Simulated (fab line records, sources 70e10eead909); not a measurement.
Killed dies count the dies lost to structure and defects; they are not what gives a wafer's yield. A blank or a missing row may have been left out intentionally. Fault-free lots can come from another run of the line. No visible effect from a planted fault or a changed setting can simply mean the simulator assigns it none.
A lot that was struck, set against a sound lot + flow nand harc + 17 out of 1302 route steps
Sound: the wafers L103.1, L103.2, L103.4. Struck: wafer L117.2 (left out: L117.1, L117.4 of the same lot, which were not struck); the cause appears at the end.
Each step with rows lists, per side, the tool, then ch with its chambers, then its first start. Under that, the readings that differ: sound wafers + struck wafers + difference of the means + sigmas: that difference in standard deviations of wafers without a fault.
alike: words and numbers the same on both sides, and readings whose means are apart by under 2 such deviations; not compared: readings that were withheld, readings missing a value for some wafer, numbers with overlapping values and no deviation given by the record, and bounds like >300 which may hide the same value.
Wherever a step has rows on one side only, a row that says differs or no value, or a row with sigmas, the two part there. Numbers that have no deviation but don't overlap get no sigmas and don't part them. A reading that every wafer of one side lacks parts them only if that side has two wafers or more.

NHARC_P_M2_INSPECT_11:
  sound: defect inspect-01 at day 6 20:30; struck: defect inspect-02 at day 13 11:10
  alike: raw defect count
then, 3 steps without rows for these wafers: NHARC_P_M2_DESCUM_14 (chemistry O2, time 3 s); NHARC_P_M2_ETCH_35 (etches the open film in N2/H2, target depth 40 nm, overetch 12 nm, time 43.94 s); NHARC_P_M2_ETCH_15 (etches the open film in C4F8/Ar, target depth 182.5 nm, time 91.2 s).
NHARC_P_M2_CD_MEAS_16:
  sound: cd sem-03 at day 6 20:52; struck: cd sem-01 at day 13 11:32
  alike: cd nm
NHARC_P_M2_STRIP_18: strips in N2/H2.
  sound on rie diel-12 ch 0,2, day 6 20:56; struck on rie diel-03 ch 3, day 13 11:36
  alike: drypump motor current A, oes product au, power w, rf vpp V, showerhead plenum p Torr, throttle valve pct
  not compared: rf hours counter h
NHARC_P_M2_ETCH_28: etches the open film in CF4/N2, target depth 30 nm, time 72.99 s.
  sound on rie diel-12 ch 0,1,2; struck on rie diel-03 ch 0
| reading               | sound             | struck | difference | sigmas |
|-----------------------|-------------------|--------|------------|--------|
| oes product au (a.u.) | 1.017 0.974 0.976 | 1.016  | +0.027     | +2     |
  alike: drypump motor current A, rf vpp V, showerhead plenum p Torr, throttle valve pct
  not compared: rf hours counter h
then, 2 steps without rows for these wafers: NHARC_P_M2_STRIP_19 (strips in post etch residue remover, time 600 s); NHARC_P_M2_DEGAS_29 (time 60 s).
NHARC_P_M2_PRE_CLEAN_30: time 30 s.
  sound on pvd sputter-01; struck on pvd sputter-01
  alike: heater power w
NHARC_P_M2_PVD_20: deposits TaN, target thk 5 nm, time 8.06 s.
  sound on pvd sputter-01; struck on pvd sputter-01
  alike: throttle valve pct
NHARC_P_M2_PVD_21: deposits Cu, target thk 30 nm, time 20.49 s.
  sound on pvd sputter-01; struck on pvd sputter-01
  alike: throttle valve pct
NHARC_P_M2_ECD_22: material Cu, target thk 400 nm.
  sound on ecd cu-02 ch 0,1, day 6 22:01; struck on ecd cu-02 ch 0, day 13 12:36
  alike: bath heat duty pct
then, 1 step without rows for these wafers: NHARC_P_M2_ANNEAL_31 (time 90 s).
NHARC_P_M2_CMP_23: polishes, t overpolish 20 s, target thk 144.3 nm.
  sound on cmp-04 ch 0,1,2, day 6 22:44; struck on cmp-04 ch 1, day 13 13:19
| reading                | sound          | struck | difference | sigmas |
|------------------------|----------------|--------|------------|--------|
| time to endpoint s (s) | 28.6 32.1 31.4 | 14.0   | -16.7      | -6     |
  alike: motor current A, pad life wafers
NHARC_P_M2_THK_MEAS_24: measures by xrf.
  sound: film metro-02 at day 6 23:03; struck: film metro-01 at day 13 13:38
  alike: thk nm
following that, these wafers have no rows for 1 step: NHARC_END_SORT_01.

WHERE THEY PART
Earliest at NHARC_P_M2_ETCH_28; latest, in this record, at NHARC_P_M2_CMP_23. Later steps at which nothing parts them and some readings are alike: NHARC_P_M2_THK_MEAS_24.

WHY: the cause the simulator had injected
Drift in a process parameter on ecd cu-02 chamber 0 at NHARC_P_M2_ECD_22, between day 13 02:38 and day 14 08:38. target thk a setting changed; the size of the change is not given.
